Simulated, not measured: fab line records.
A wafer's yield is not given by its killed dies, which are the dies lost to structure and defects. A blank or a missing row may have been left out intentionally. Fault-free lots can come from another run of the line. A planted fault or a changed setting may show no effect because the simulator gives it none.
fab line records -- flow n5-finfet
record lots=4, wafers=12, last-day=17
route steps=1938 shown TV_LITHO@1882 TV_OPEN@1887 PAD_METAL@1893 PASSIVATION@1897
lots that met no fault: taken from a fault-free run of the same line
start-h: hours from the record's first day to the start of the lot's first wafer shown -- wait-h: time in hours since the lot's previous step -- " same as the row above -- L1.1+2: several wafers, shown together as one row -- - either no value or no given start -- * or withheld: withheld -- < > ~ a bound
route shown NAME@n: NAME is a module with steps in the file, n the number in the route of the first one -- usual: mean/standard deviation of fault-free wafers -- same: alike in all rows -- chamber/n: place in a boat -- sites: per-site readings -- _std_site: their standard deviation -- _edge_site: the outer-site mean with the inner-site mean subtracted -- radius-mm: for every site, how far away it sits from the centre of the wafer -- mask NAME#n: copy n -- behind: the last tool/chamber to shape the wafer -- hold: the reason the lot was held/the length of the hold in hours/how it ended -- device: transistor that didn't switch, given as n, p or np -- end of line: the tests these same wafers got at the end of their route -- a step with no rows: only its recipe -- killed: dies lost to structure and defects at the first sort, not the wafer's yield -- map: shows each die of a wafer: x if killed, . if not, _ if none is there
set.NAME: the setting that was run; set.NAME@STEP: the one run at that earlier step -- model.NAME: the simulator's own value behind a step, which no gauge read
lots seen at some steps along the route; tables by step, rows by wafer
## steps
# step N5_PASSIVATION_HARDBAKE_11
# recipe temp-c=130, time-s=120
# step N5_PASSIVATION_DESCUM_12
# recipe chemistry=O2, time-s=7.9, source-power-w=50, bias-power-w=20, pressure-mtorr=20, rf-frequency-hz=2.712e+07, temp-c=40, o2-flow-sccm=225
# step N5_PASSIVATION_PASS_ETCH_74
# recipe chemistry=CF4/O2, target=SiNx, target-depth-a=2200, time-s=110, ion-energy-ev=100, pressure-mtorr=40, source-w=535, bias-w=49, Ar_flow_sccm=100, cf4-flow-sccm=100, O2_flow_sccm=10
# step N5_PASSIVATION_VIA_ETCH_13
# recipe chemistry=CHF3/O2, target=SiO2, target-depth-a=6600, CHF3_flow_sccm=50, O2_flow_sccm=5, Ar_flow_sccm=200, time-s=330, mask-material=PR, pressure-mtorr=30, source-w=650, bias-w=170, ion-energy-ev=200, ends=cleared
# step N5_PASSIVATION_STRIP_14
# recipe chemistry=O2, power-w=600, temp-c=60, pressure-mtorr=30, rf-frequency-hz=6e+07, bias-power-w=0, overash-fraction=0.5, o2-flow-sccm=225
# step N5_PASSIVATION_ETCH_15
# recipe chemistry=CF4/N2, target=SiCN, target-depth-a=750, taper-deg=2, time-s=81.2, ion-energy-ev=150, mask-material=SiNx, pressure-mtorr=40, source-w=430, bias-w=70, Ar_flow_sccm=100, cf4-flow-sccm=60, n2-flow-sccm=60
# step N5_PASSIVATION_STRIP_73
# recipe chemistry=post-etch-residue-remover, time-s=60, temp-c=25, remover-ph=withheld, remover-water-wt-pct=withheld, remover-fluoride-wt-pct=withheld
# step N5_PASSIVATION_SRD_17
# recipe time-s=30, temp-c=23, rinse-liquid=diw, dry=n2-spin, spin-rpm=1500, dry-time-s=30
# step N5_PASSIVATION_DEGAS_18
# recipe ambient=vacuum, temp-c=300, time-s=60
# step N5_PASSIVATION_PRE_CLEAN_19
# recipe gas=H2/He, time-s=*, temp-c=*
# usual heater-power-w=485/44
lot.wafer,tool,chamber,start-h,wait-h,heater-power-w
L935.2,pvd-sputter-01,-,272.06,0.0,523
L935.4,pvd-sputter-01,-,272.06,0.0,462
L935.5,pvd-sputter-01,-,272.06,0.0,543
L948.3,pvd-sputter-01,-,336.91,0.0,401
L948.4,pvd-sputter-01,-,336.91,0.0,541
L948.5,pvd-sputter-01,-,336.91,0.0,471
L946.2,pvd-sputter-01,-,345.46,0.0,477
L946.5,pvd-sputter-01,-,345.46,0.0,478
L946.6,pvd-sputter-01,-,345.46,0.0,531
L954.2,pvd-sputter-02,-,391.21,0.0,530
L954.3,pvd-sputter-02,-,391.21,0.0,523
L954.4,pvd-sputter-02,-,391.21,0.0,524
# step N5_PASSIVATION_SPUTTER_20
# recipe material=TaN, target-thk-a=500, temp-c=25, chamber-pressure-pa=0.4
# step N5_PASSIVATION_AL_DEP_21
# recipe material=Al, target-thk-a=28000, temp-c=400, time-s=170, power-w=30000, chamber-pressure-pa=0.4, gas=Ar
# step N5_PASSIVATION_HMDS_23
# recipe time-s=60, temp-c=120
# step N5_PASSIVATION_COAT_24
# recipe spin-rpm=3000, resist-thk-nm=withheld
# step N5_PASSIVATION_EBR_26
# recipe solvent=PGMEA, ebr-width-mm=1.5
# step N5_PASSIVATION_SOFTBAKE_25
# recipe temp-c=100, time-s=90
# step N5_PASSIVATION_EXPOSE_27
# recipe mask-id=PAD, na=0.55, source-shape=conventional, sigma-outer=0.8, polarization=unpolarized, defocus-nm=0, dose-mj=32.3
# step N5_PASSIVATION_PEB_28
# recipe peb-temp-c=withheld, peb-time-s=*
# step N5_PASSIVATION_DEVELOP_29
# recipe develop-time-s=60, rinse-liquid=diw, dry=air-spin, dev-temp-c=21
# step N5_PASSIVATION_HARDBAKE_31
# recipe temp-c=130, time-s=120
# step N5_PASSIVATION_DESCUM_32
# recipe chemistry=O2, time-s=7.9, source-power-w=50, bias-power-w=20, pressure-mtorr=20, rf-frequency-hz=2.712e+07, temp-c=40, o2-flow-sccm=225
# step N5_PASSIVATION_AL_ETCH_33
# recipe chemistry=Cl2/BCl3, target-depth-a=28000, over-etch-frac=0.15, Cl2_flow_sccm=180, bcl3-flow-sccm=60, target=Al, stop-on=TaN, time-s=466.7, ion-energy-ev=100, pressure-mtorr=10, icp-w=900, bias-w=100
# step N5_PASSIVATION_ETCH_59
# recipe chemistry=Cl2/BCl3, target=TaN, target-depth-a=650, time-s=34.9, ion-energy-ev=100, pressure-mtorr=10, icp-w=900, bias-w=100, Cl2_flow_sccm=60, bcl3-flow-sccm=30
# step N5_PASSIVATION_STRIP_34
# recipe chemistry=O2, power-w=600, temp-c=60, pressure-mtorr=30, rf-frequency-hz=6e+07, bias-power-w=0, overash-fraction=2, o2-flow-sccm=225
# step N5_PASSIVATION_STRIP_51
# recipe chemistry=post-etch-residue-remover, time-s=1200, temp-c=72.5
# step N5_PASSIVATION_CLEAN_69
# recipe chemistry=IPA, time-s=180, temp-c=25
# step N5_PASSIVATION_SRD_70
# recipe dry=ipa-marangoni, time-s=30, temp-c=23, rinse-liquid=diw
# step N5_PASSIVATION_PECVD_53
# recipe material=SiO2, target-thk-a=8000, temp-c=400, precursor=TEOS/O2, pressure-torr=6.5, rf-w=withheld, teos-flow-sccm=withheld, gas=O2, flow-sccm=2650, time-s=169.4
# step N5_PASSIVATION_PECVD_35
# recipe material=SiNx, target-thk-a=7000, temp-c=400, precursor=SiH4/NH3/N2, pressure-torr=4.9, rf-w=1406, time-s=151.3
# step N5_PASSIVATION_HMDS_37
# recipe time-s=60, temp-c=120
# step N5_PASSIVATION_COAT_38
# recipe spin-rpm=3000, resist-thk-nm=withheld
# step N5_PASSIVATION_EBR_40
# recipe solvent=PGMEA, ebr-width-mm=1.5
# step N5_PASSIVATION_SOFTBAKE_39
# recipe temp-c=110, time-s=120
# step N5_PASSIVATION_EXPOSE_41
# recipe mask-id=PASS_OPEN, na=0.55, defocus-nm=0, source-shape=conventional, sigma-outer=0.8, polarization=unpolarized, target-cd-nm=40000, dose-mj=57.25
# step N5_PASSIVATION_PEB_42
# recipe peb-temp-c=withheld, peb-time-s=*
# step N5_PASSIVATION_DEVELOP_43
# recipe develop-time-s=60, rinse-liquid=diw, dry=air-spin, dev-temp-c=21
# step N5_PASSIVATION_PROBE_49
# usual defect-limited-yield=91.5/1.4, killed_at_M0_to_M3=32/9.7, killed_at_M4_up=14/5.3, killed-at-contacts=11/6, killed-at-front-end=39/14, killed-at-other=3.3/2.7, killed-dies=100/17, killed-open=66/13, killed-short=32/7.4, sort_bin_4_leakage=0.02/0.16, sort_bin_5_function=4.9/0.9, sort_bin_6_memory=3.2/0.72, sort-n-pass=1080/17, sort-yield-pct=91.5/1.4
# same gross-dies=1180, killed-at-back-side=0, sort_bin_8_speed[%]=0
lot.wafer,tool,chamber,start-h,wait-h,defect-limited-yield[%],killed_at_M0_to_M3,killed_at_M4_up,killed-at-contacts,killed-at-front-end,killed-at-other,killed-dies,killed-open,killed-short,sort_bin_4_leakage[%],sort_bin_5_function[%],sort_bin_6_memory[%],sort-n-pass,sort-yield-pct[%]
L935.2,prober-02,-,277.77,0.1,92.9,29,14,14,26,1,84,54,30,0,4.7,2.1,1096,92.9
L935.4,prober-02,-,277.87,0.2,90.0,69,14,7,28,0,118,79,35,0,5.8,3.5,1062,90.0
L935.5,prober-02,-,277.92,0.2,90.7,36,15,11,47,1,110,67,42,0,5.7,3.4,1070,90.7
L948.3,prober-01,-,342.84,0.1,92.2,22,12,15,40,3,92,46,46,0,4.5,2.9,1088,92.2
L948.4,prober-01,-,342.89,0.2,92.3,20,13,22,31,5,91,64,27,0,4.7,2.5,1089,92.3
L948.5,prober-01,-,342.94,0.2,83.0,24,8,25,35,109,201,68,29,0,11.0,4.7,979,83.0
L946.2,prober-02,-,351.42,0.1,82.4,35,12,2,47,112,208,83,28,0,11.5,4.4,972,82.4
L946.5,prober-02,-,351.57,0.2,91.0,32,17,4,47,6,106,75,31,0,5.8,3.1,1074,91.0
L946.6,prober-02,-,351.62,0.3,92.1,51,6,6,28,2,93,64,29,0,4.8,3.0,1087,92.1
L954.2,prober-01,-,397.31,0.1,92.4,22,18,5,42,3,90,57,32,0,4.8,2.7,1090,92.4
L954.3,prober-01,-,397.36,0.1,92.1,26,14,7,44,2,93,56,36,1.27,4.6,2.9,1072,90.8
L954.4,prober-01,-,397.41,0.2,93.4,27,12,8,29,2,78,46,30,0.76,3.9,2.5,1093,92.6
# killed by level:class
L935.2 FIN_SAQP:geometric-particle:open=10 MOL_CONTACT_COAG:geometric-particle:open=9 DUMMY_GATE:geometric-particle:open=7 BEOL_M1:geometric-particle:open=7 BEOL_M0_SAQP:geometric-particle:open=6 BEOL_M5:geometric-particle:short=6 MOL_CONTACT_COAG:geometric-particle:short=5 BEOL_M0_SAQP:geometric-particle:short=5
L935.4 BEOL_M2:geometric-particle:open=20 BEOL_M0_SAQP:geometric-particle:short=12 BEOL_M0_SAQP:geometric-particle:open=11 BEOL_M1:geometric-particle:open=7 BEOL_M3:geometric-particle:open=7 DUMMY_GATE:geometric-particle:open=6 MOL_CONTACT_COAG:geometric-particle:open=6 BEOL_M2:geometric-particle:short=5
L935.5 FIN_SAQP:geometric-particle:open=17 FIN_SAQP:geometric-particle:short=10 BEOL_M0_SAQP:geometric-particle:short=10 BEOL_M2:geometric-particle:open=9 MOL_CONTACT_COAG:geometric-particle:open=8 BEOL_M0_SAQP:geometric-particle:open=8 DUMMY_GATE:geometric-particle:open=6 STI_FIN_REVEAL:geometric-particle:open=5
L948.3 FIN_SAQP:geometric-particle:short=12 GATE_CUT:geometric-particle:short=11 MOL_CONTACT_COAG:geometric-particle:open=9 BEOL_M2:geometric-particle:open=6 MOL_CONTACT_COAG:geometric-particle:short=6 BEOL_M2:geometric-particle:short=4 BEOL_M3:geometric-particle:open=4 BEOL_M8:geometric-particle:open=4
L948.4 MOL_CONTACT_COAG:geometric-particle:open=19 STI_FIN_REVEAL:geometric-particle:open=5 DUMMY_GATE:geometric-particle:open=4 BEOL_M2:geometric-particle:open=4 BEOL_M3:geometric-particle:open=4 BEOL_M4:geometric-particle:open=4 PAD_METAL:geometric-particle:open=4 STARTING-WAFER:geometric-particle:open=4
L948.5 PAD_METAL:unspecified=104 MOL_CONTACT_COAG:geometric-particle:open=21 FIN_SAQP:geometric-particle:open=8 BEOL_M2:geometric-particle:open=8 BEOL_M0_SAQP:geometric-particle:short=6 BEOL_M4:geometric-particle:open=4 FIN_SAQP:geometric-particle:short=4 MOL_CONTACT_COAG:geometric-particle:short=4
L946.2 PAD_METAL:unspecified=97 FIN_SAQP:geometric-particle:short=9 FIN_SAQP:geometric-particle:open=8 STI_FIN_REVEAL:geometric-particle:open=8 BEOL_M1:geometric-particle:open=8 BEOL_M3:geometric-particle:open=8 MIM_TOP_ETCH:geometric-particle:open=7 DUMMY_GATE:geometric-particle:open=7
L946.5 DUMMY_GATE:geometric-particle:open=16 BEOL_M3:geometric-particle:open=14 FIN_SAQP:geometric-particle:short=6 STI_FIN_REVEAL:geometric-particle:open=6 BEOL_M0_SAQP:geometric-particle:short=6 BEOL_M4:geometric-particle:open=5 DUMMY_GATE:geometric-particle:short=4 MOL_CONTACT_COAG:geometric-particle:open=4
L946.6 BEOL_M0_SAQP:geometric-particle:open=10 BEOL_M3:geometric-particle:open=10 BEOL_M0_SAQP:geometric-particle:short=8 BEOL_M2:geometric-particle:open=7 BEOL_M1:geometric-particle:open=5 MOL_CONTACT_COAG:geometric-particle:open=5 FIN_SAQP:geometric-particle:open=4 STI_FIN_REVEAL:geometric-particle:open=4
L954.2 BEOL_M4:geometric-particle:open=10 BEOL_M3:geometric-particle:open=8 FIN_SAQP:geometric-particle:short=7 DUMMY_GATE:geometric-particle:open=7 FIN_SAQP:geometric-particle:open=6 BEOL_M0_SAQP:geometric-particle:short=6 ILD0:geometric-particle:open=5 MOL_CONTACT_COAG:geometric-particle:open=4
L954.3 STI_FIN_REVEAL:geometric-particle:open=9 BEOL_M3:geometric-particle:open=8 FIN_SAQP:geometric-particle:open=6 BEOL_M0_SAQP:geometric-particle:short=6 BEOL_M4:geometric-particle:open=6 FIN_SAQP:geometric-particle:short=4 STI_FIN_REVEAL:geometric-particle:short=4 DUMMY_GATE:geometric-particle:open=4
L954.4 MOL_CONTACT_COAG:geometric-particle:open=8 BEOL_M3:geometric-particle:open=7 FIN_SAQP:geometric-particle:short=6 BEOL_M0_SAQP:geometric-particle:short=6 FIN_SAQP:geometric-particle:open=4 STI_FIN_REVEAL:geometric-particle:open=4 DUMMY_GATE:geometric-particle:open=3 DUMMY_GATE:geometric-particle:short=3
# map L946.2 (x killed, . not)
_________________............________________
______________.x......xx...x..x._____________
___________x...................x.x.__________
__________.x........................_________
________....x..x......................_______
_______.........x......x...x.....x.x.x.______
______....x..x...x...........x.........._____
_____...x.............................x..____
____..x.........x......x..x............x.x___
___.x.........................x..x....x....__
___.........x.........x.............x.x....__
__.........x.............x........x........._
__....xxx..................xx..............._
_x...x........x...............x.x...x.....x..
_.............x.............x.x..............
_x.......x.......x.x.....x.......x...........
_.........x...........x...x......x...........
_......x..................xx.xx..............
_..xx...............x..x.xx.xxx...........x..
_.x................x..x.xxxxx.xxx...x...xx...
_..................xx..xx.xxxx...............
__............x.....x.xxxxxxxxxx............_
__....................xxxxxxxxx..........x.._
___...........x....xxxxxxxxxxxxx.xx........__
___.x...x...........xxxxxxxxxxx.x..xx.x..x.__
____................xxxxxxxxxx.xx.........___
_____................x.xxxxxx.x.x........____
______...........x....x..xxxx.x....x...._____
_______.xx..............x.x..x.........______
________.....xx.....xx.x....x.x......._______
__________x..........x.....x...x...x_________
___________...........x............__________
______________x..........x.....x_____________
_________________............________________
# map L948.5 (x killed, . not)
_________________............________________
______________.......x.......x.._____________
___________....x...................__________
__________..........x..x............_________
________.............x.......x........_______
_______x....x.....................x....______
______.x...x...........x.............x.._____
_____..........x.x................xx.....____
____......................................___
___.......xx..............x.......x..x.....__
___...............x......x.x.......xx......__
__....x............x.x.....x.............x.._
__..xx.x......x..................x...x......_
_x.................x.x..........x............
_................x...........................
_.............x...........x.x.........x....x.
_................x.....xx.....x.....x........
_........x.......xx...x.....x..x.............
_........x...........x..xx.x..............x..
_x.x......x...x.x....x.x.xxxxx.xx..x.........
_..x...............xxx.xxxxx.x.x..x..........
__........xx....x..x.xxxxxxxxxxx.xx..x......_
__.x...xx.......x..x.xxxxxxxxxx.x.......x..._
___................xxxxxxxxxxxx.x........x.__
___..........x.....xx..xxxxxx.xxx.....x....__
____.....x.........xxxxxxxxxxxxx..........___
_____...x.............xxxxxx.xxx.........____
______.........x.....x.xxxx.x.....x....._____
_______..x......x.........x.x....x.....______
________...x............x.x.........x._______
__________.......x........x..x.....x_________
___________........................__________
______________.......x.........._____________
_________________............________________
## key
first-sign step=N5_PASSIVATION_PROBE_49, reading=killed-at-other, direction=up, sigmas=40, usual=3.3, struck=110.5
effect step=N5_PASSIVATION_PROBE_49, reading=defect-limited-yield, direction=down, sigmas=6.1, usual=91.5, struck=82.7
more-kills-born-at N5_PASSIVATION_PRE_CLEAN_19@pvd-sputter-01=201
met-at N5_PASSIVATION_PRE_CLEAN_19
struck-wafers L946.2,L948.5
fault kind=chamber-particle-source, tool=pvd-sputter-01, chamber=-, onset-h=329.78, steps=N5_PASSIVATION_PRE_CLEAN_19, rate-per-visit-cm2=0.44519, end-h=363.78, scope=struck-wafers-only
